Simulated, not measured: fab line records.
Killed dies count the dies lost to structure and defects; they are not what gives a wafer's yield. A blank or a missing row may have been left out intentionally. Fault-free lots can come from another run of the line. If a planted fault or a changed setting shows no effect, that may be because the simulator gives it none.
Chamber matching | flow nand-harc | rie-diel-08 running NHARC_A_STAIRCASE_DESCUM_291: 4 sister chambers
The step chemistry O2, time 3 s. 8 wafers are shown with their chamber, then 12 later ones without.

== WAFERS PAIRED WITH THEIR CHAMBERS ==
wafer  | chamber | showerhead-plenum-p-Torr (Torr) | oes-product-au (a.u.)
L087.3 | 3       | 1.82                            | 1.006
L087.5 | 0       | 1.95                            | 1.006
L086.1 | 0       | 1.95                            | 1.009
L086.4 | 2       | 2.01                            | 0.996
L086.6 | 1       | 1.85                            | 0.987
L091.1 | 3       | 1.81                            | 0.992
L091.5 | 2       | 2.01                            | 0.996
L091.6 | 1       | 1.85                            | 0.980

== WAFERS WITHOUT THEIR CHAMBER ==
wafer  | showerhead-plenum-p-Torr (Torr) | oes-product-au (a.u.)
L092.2 | 2.01                            | 1.002
L092.3 | 1.94                            | 1.010
L092.4 | 1.85                            | 0.987
L094.1 | 1.85                            | 0.993
L094.2 | 1.94                            | 1.017
L094.6 | 1.85                            | 0.997
L095.1 | 1.81                            | 0.992
L095.2 | 1.85                            | 1.001
L095.3 | 2.01                            | 1.006
L097.3 | 2.01                            | 1.006
L097.4 | 1.81                            | 1.004
L097.6 | 1.94                            | 1.015

== CHAMBER TAKEN BY EACH ==
wafer  | from the rows above | in truth
L092.2 | 2                   | 2
L092.3 | 0                   | 0
L092.4 | 1                   | 1
L094.1 | 1                   | 1
L094.2 | 0                   | 0
L094.6 | 1                   | 1
L095.1 | 3                   | 3
L095.2 | 1                   | 1
L095.3 | 2                   | 2
L097.3 | 2                   | 2
L097.4 | 3                   | 3
L097.6 | 0                   | 0
Correct placement for 12 of the 12. Left unplaced by these rows: 0. Number placed wrongly: 0.
How it was worked out, from the rows above alone: a wafer's distance from a chamber is the root of the sum, over the readings, of the square of ((its reading less the chamber's mean) divided by the reading's scatter). If the next closest chamber is less than 2 further off than the closest, the wafer can't be placed; otherwise it belongs to the closest. The mean given for a chamber averages the wafers shown for that chamber. How the scatter is found: for the shown wafers, subtract from each reading the mean of its chamber, square and add these, divide the total by (wafers less chambers), then take the root.
